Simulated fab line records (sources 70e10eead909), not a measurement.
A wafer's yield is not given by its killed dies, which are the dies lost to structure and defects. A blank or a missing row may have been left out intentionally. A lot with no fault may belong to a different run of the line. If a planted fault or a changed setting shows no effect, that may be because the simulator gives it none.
Chamber matching :: flow nand_harc :: NHARC_A_CONTACT_ETCH_75 on rie_diel-01 has 4 sister chambers
The step etches the open film in CF4, target depth 39 nm, time 65 s. 33 wafers are shown with their chamber, then 12 later ones without.

WAFERS PAIRED WITH THEIR CHAMBERS
wafer: L076.2
chamber: 1
showerhead_plenum_p_Torr (Torr): 1.68
drypump_motor_current_A (A): 6.1
rf_vpp_V (V): 150.5

wafer: L076.3
chamber: 3
showerhead_plenum_p_Torr (Torr): 1.74
drypump_motor_current_A (A): 6.2
rf_vpp_V (V): 152.0

wafer: L076.5
chamber: 1
showerhead_plenum_p_Torr (Torr): 1.68
drypump_motor_current_A (A): 6.0
rf_vpp_V (V): 150.4

wafer: L077.2
chamber: 0
showerhead_plenum_p_Torr (Torr): 1.90
drypump_motor_current_A (A): 5.7
rf_vpp_V (V): 153.2

wafer: L077.4
chamber: 1
showerhead_plenum_p_Torr (Torr): 1.68
drypump_motor_current_A (A): 6.1
rf_vpp_V (V): 150.8

wafer: L077.5
chamber: 3
showerhead_plenum_p_Torr (Torr): 1.74
drypump_motor_current_A (A): 6.2
rf_vpp_V (V): 150.1

wafer: L079.3
chamber: 1
showerhead_plenum_p_Torr (Torr): 1.68
drypump_motor_current_A (A): 6.0
rf_vpp_V (V): 151.5

wafer: L079.4
chamber: 0
showerhead_plenum_p_Torr (Torr): 1.90
drypump_motor_current_A (A): 5.7
rf_vpp_V (V): 152.0

wafer: L079.5
chamber: 1
showerhead_plenum_p_Torr (Torr): 1.68
drypump_motor_current_A (A): 6.1
rf_vpp_V (V): 149.8

wafer: L080.1
chamber: 3
showerhead_plenum_p_Torr (Torr): 1.74
drypump_motor_current_A (A): 6.2
rf_vpp_V (V): 151.6

wafer: L080.4
chamber: 1
showerhead_plenum_p_Torr (Torr): 1.68
drypump_motor_current_A (A): 6.1
rf_vpp_V (V): 148.6

wafer: L080.5
chamber: 1
showerhead_plenum_p_Torr (Torr): 1.68
drypump_motor_current_A (A): 6.0
rf_vpp_V (V): 150.9

wafer: L084.2
chamber: 0
showerhead_plenum_p_Torr (Torr): 1.90
drypump_motor_current_A (A): 5.7
rf_vpp_V (V): 152.7

wafer: L084.4
chamber: 2
showerhead_plenum_p_Torr (Torr): 1.73
drypump_motor_current_A (A): 5.6
rf_vpp_V (V): 150.1

wafer: L084.5
chamber: 0
showerhead_plenum_p_Torr (Torr): 1.90
drypump_motor_current_A (A): 5.7
rf_vpp_V (V): 154.0

wafer: L085.3
chamber: 3
showerhead_plenum_p_Torr (Torr): 1.74
drypump_motor_current_A (A): 6.2
rf_vpp_V (V): 150.4

wafer: L085.4
chamber: 2
showerhead_plenum_p_Torr (Torr): 1.73
drypump_motor_current_A (A): 5.6
rf_vpp_V (V): 151.3

wafer: L085.6
chamber: 3
showerhead_plenum_p_Torr (Torr): 1.74
drypump_motor_current_A (A): 6.2
rf_vpp_V (V): 150.8

wafer: L083.3
chamber: 1
showerhead_plenum_p_Torr (Torr): 1.68
drypump_motor_current_A (A): 6.0
rf_vpp_V (V): 150.4

wafer: L083.5
chamber: 1
showerhead_plenum_p_Torr (Torr): 1.68
drypump_motor_current_A (A): 6.0
rf_vpp_V (V): 153.0

wafer: L083.6
chamber: 2
showerhead_plenum_p_Torr (Torr): 1.73
drypump_motor_current_A (A): 5.6
rf_vpp_V (V): 151.8

wafer: L087.1
chamber: 1
showerhead_plenum_p_Torr (Torr): 1.68
drypump_motor_current_A (A): 6.1
rf_vpp_V (V): 150.1

wafer: L087.2
chamber: 0
showerhead_plenum_p_Torr (Torr): 1.90
drypump_motor_current_A (A): 5.7
rf_vpp_V (V): 151.9

wafer: L087.3
chamber: 3
showerhead_plenum_p_Torr (Torr): 1.74
drypump_motor_current_A (A): 6.2
rf_vpp_V (V): 150.1

wafer: L088.2
chamber: 1
showerhead_plenum_p_Torr (Torr): 1.68
drypump_motor_current_A (A): 6.0
rf_vpp_V (V): 149.9

wafer: L088.4
chamber: 0
showerhead_plenum_p_Torr (Torr): 1.90
drypump_motor_current_A (A): 5.7
rf_vpp_V (V): 153.3

wafer: L088.5
chamber: 0
showerhead_plenum_p_Torr (Torr): 1.90
drypump_motor_current_A (A): 5.7
rf_vpp_V (V): 152.5

wafer: L090.2
chamber: 0
showerhead_plenum_p_Torr (Torr): 1.90
drypump_motor_current_A (A): 5.7
rf_vpp_V (V): 153.2

wafer: L090.4
chamber: 2
showerhead_plenum_p_Torr (Torr): 1.72
drypump_motor_current_A (A): 5.6
rf_vpp_V (V): 151.4

wafer: L090.6
chamber: 1
showerhead_plenum_p_Torr (Torr): 1.68
drypump_motor_current_A (A): 6.1
rf_vpp_V (V): 149.6

wafer: L092.1
chamber: 1
showerhead_plenum_p_Torr (Torr): 1.68
drypump_motor_current_A (A): 6.0
rf_vpp_V (V): 150.9

wafer: L092.3
chamber: 2
showerhead_plenum_p_Torr (Torr): 1.72
drypump_motor_current_A (A): 5.6
rf_vpp_V (V): 150.5

wafer: L092.4
chamber: 3
showerhead_plenum_p_Torr (Torr): 1.74
drypump_motor_current_A (A): 6.2
rf_vpp_V (V): 151.5

SIGNATURES (averages over the wafers above)
reading: showerhead_plenum_p_Torr
chamber 0: 1.9000
chamber 1: 1.6800
chamber 2: 1.7260
chamber 3: 1.7400
scatter within a chamber: 0.00203

reading: drypump_motor_current_A
chamber 0: 5.700
chamber 1: 6.046
chamber 2: 5.600
chamber 3: 6.200
scatter within a chamber: 0.0334

reading: rf_vpp_V
chamber 0: 152.850
chamber 1: 150.492
chamber 2: 151.020
chamber 3: 150.929
scatter within a chamber: 0.875
Rule: a wafer's distance from a chamber is the root of the sum, over the readings, of the square of ((its reading less the chamber's mean) divided by the reading's scatter). If the next closest chamber is less than 2 further off than the closest, the wafer can't be placed; otherwise it belongs to the closest. How the scatter is found: for the shown wafers, subtract from each reading the mean of its chamber, square and add these, divide the total by (wafers less chambers), then take the root.

WAFERS MISSING THEIR CHAMBER
wafer: L093.2
showerhead_plenum_p_Torr (Torr): 1.74
drypump_motor_current_A (A): 6.2
rf_vpp_V (V): 151.7

wafer: L093.4
showerhead_plenum_p_Torr (Torr): 1.72
drypump_motor_current_A (A): 5.6
rf_vpp_V (V): 152.0

wafer: L093.5
showerhead_plenum_p_Torr (Torr): 1.72
drypump_motor_current_A (A): 5.6
rf_vpp_V (V): 151.0

wafer: L095.2
showerhead_plenum_p_Torr (Torr): 1.90
drypump_motor_current_A (A): 5.7
rf_vpp_V (V): 152.8

wafer: L095.5
showerhead_plenum_p_Torr (Torr): 1.90
drypump_motor_current_A (A): 5.7
rf_vpp_V (V): 152.5

wafer: L095.6
showerhead_plenum_p_Torr (Torr): 1.74
drypump_motor_current_A (A): 6.2
rf_vpp_V (V): 151.0

wafer: L096.1
showerhead_plenum_p_Torr (Torr): 1.67
drypump_motor_current_A (A): 6.1
rf_vpp_V (V): 151.2

wafer: L096.3
showerhead_plenum_p_Torr (Torr): 1.90
drypump_motor_current_A (A): 5.7
rf_vpp_V (V): 152.8

wafer: L096.5
showerhead_plenum_p_Torr (Torr): 1.72
drypump_motor_current_A (A): 5.6
rf_vpp_V (V): 150.0

wafer: L097.1
showerhead_plenum_p_Torr (Torr): 1.72
drypump_motor_current_A (A): 5.6
rf_vpp_V (V): 151.0

wafer: L097.2
showerhead_plenum_p_Torr (Torr): 1.74
drypump_motor_current_A (A): 6.2
rf_vpp_V (V): 152.5

wafer: L097.5
showerhead_plenum_p_Torr (Torr): 1.67
drypump_motor_current_A (A): 6.1
rf_vpp_V (V): 149.3

EACH ONE'S CHAMBER
wafer: L093.2
from the rows above: 3
in truth: 3

wafer: L093.4
from the rows above: 2
in truth: 2

wafer: L093.5
from the rows above: 2
in truth: 2

wafer: L095.2
from the rows above: 0
in truth: 0

wafer: L095.5
from the rows above: 0
in truth: 0

wafer: L095.6
from the rows above: 3
in truth: 3

wafer: L096.1
from the rows above: 1
in truth: 1

wafer: L096.3
from the rows above: 0
in truth: 0

wafer: L096.5
from the rows above: 2
in truth: 2

wafer: L097.1
from the rows above: 2
in truth: 2

wafer: L097.2
from the rows above: 3
in truth: 3

wafer: L097.5
from the rows above: 1
in truth: 1
Placed correctly: 12 of 12. Number that these rows cannot place: 0. Number placed wrongly: 0.
